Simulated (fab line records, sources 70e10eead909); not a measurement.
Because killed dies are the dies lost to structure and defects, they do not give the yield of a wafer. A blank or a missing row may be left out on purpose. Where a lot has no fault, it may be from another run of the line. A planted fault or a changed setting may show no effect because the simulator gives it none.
A lot that was struck, set against a sound lot / flow nandHarc / 14 steps out of a route of 1159
Sound: these wafers, L820.1, L820.2, L820.6. The struck wafers were L827.1, L827.5, L827.6. At the end, the cause is stated.
Order at every step that has rows: each side's tool, ch and its chambers, its first start. Under that, the readings that differ: sound wafers / struck wafers / difference of the means / sigmas: that difference in standard deviations of wafers without a fault.
alike: readings with means less than 2 such deviations apart, plus words and numbers identical on both sides. not compared: withheld readings, readings lacking a value on some wafer, bounds such as >300 that could conceal the same value, and numbers that have no deviation in the record and whose values overlap.
A row with sigmas, a row that says differs or no value, or rows on one side alone: a step with any of these is where the two part. Non-overlapping numbers with no deviation appear without sigmas and do not part them. Lack of a reading on every wafer of one side parts them only where that side has two or more wafers.

first, 5 steps without rows for these wafers: NHARC_A_CONTACT_ETCH_51 (etches the open film in O2/COS, target depth 3600 nm, time 936 s); NHARC_A_CONTACT_ETCH_111 (etches the open film in C4F8/O2/Ar, time 140 s, target depth 700 nm); NHARC_A_CONTACT_ETCH_112 (etches the open film in C4F8/O2/Ar, time 94 s, target depth 922 nm); NHARC_A_CONTACT_ETCH_113 (etches the open film in C4F8/O2/Ar, time 94 s, target depth 922 nm); NHARC_A_CONTACT_ETCH_114 (etches the open film in C4F8/O2/Ar, time 94 s, target depth 922 nm).
NHARC_A_CONTACT_ETCH_115: etches the open film in C4F8/O2/Ar, time 94 s, target depth 922 nm.
  sound on harCapEtch-01 ch 0,1, day 17 03:29; struck on harCapEtch-02 ch 0,1, day 19 02:15
  alike: chamberPressureMTorr, oesAirLineAu
  not compared: rfHoursCounterH
NHARC_A_CONTACT_ETCH_116: etches the open film in C4F8/O2/Ar, time 94 s, target depth 922 nm.
  sound on harCapEtch-01 ch 0,1, day 17 03:35; struck on harCapEtch-02 ch 0,1, day 19 02:22
  alike: chamberPressureMTorr, oesAirLineAu
  not compared: rfHoursCounterH
NHARC_A_CONTACT_ETCH_117: etches the open film in C4F8/O2/Ar, time 94 s, target depth 922 nm.
  sound on harCapEtch-01 ch 0,1, day 17 03:43; struck on harCapEtch-02 ch 0,1, day 19 02:29
  alike: chamberPressureMTorr, oesAirLineAu
  not compared: rfHoursCounterH
then, 1 step without rows for these wafers: NHARC_A_CONTACT_ETCH_118 (etches the open film in C4F8/O2/Ar, time 94 s, target depth 922 nm).
NHARC_A_CONTACT_ETCH_119: etches the open film in C4F8/O2/Ar, time 94 s, target depth 922 nm.
  sound on harCapEtch-01 ch 0,1, day 17 03:57; struck on harCapEtch-02 ch 0,1, day 19 02:44
  alike: chamberPressureMTorr, oesAirLineAu
  not compared: rfHoursCounterH
then, 1 step without rows for these wafers: NHARC_A_CONTACT_ETCH_120 (etches the open film in C4F8/O2/Ar, time 94 s, target depth 922 nm).
NHARC_A_CONTACT_ETCH_121: etches the open film in C4F8/O2/Ar, time 94 s, target depth 922 nm.
  sound on harCapEtch-01 ch 0,1, day 17 04:12; struck on harCapEtch-02 ch 0,1, day 19 02:59
  alike: chamberPressureMTorr, oesAirLineAu
  not compared: rfHoursCounterH
NHARC_A_CONTACT_ETCH_122: etches the open film in C4F8/O2/Ar, time 95 s, target depth 930 nm.
  sound on harCapEtch-01 ch 0,1, day 17 04:19; struck on harCapEtch-02 ch 0,1, day 19 03:06
  no value came back on the struck wafers for chamberPressureMTorr (mTorr), oesAirLineAu (a.u.); on the sound wafers chamberPressureMTorr (mTorr) reads 20.007 20.011 19.988
  not compared: rfHoursCounterH
then, 1 step without rows for these wafers: NHARC_A_CONTACT_ETCH_123 (etches the open film in C4F8/O2/Ar, time 253 s, target depth 1090 nm).

WHERE THEY PART
Only at NHARC_A_CONTACT_ETCH_122, within this record.

WHY: whatever the simulator had introduced
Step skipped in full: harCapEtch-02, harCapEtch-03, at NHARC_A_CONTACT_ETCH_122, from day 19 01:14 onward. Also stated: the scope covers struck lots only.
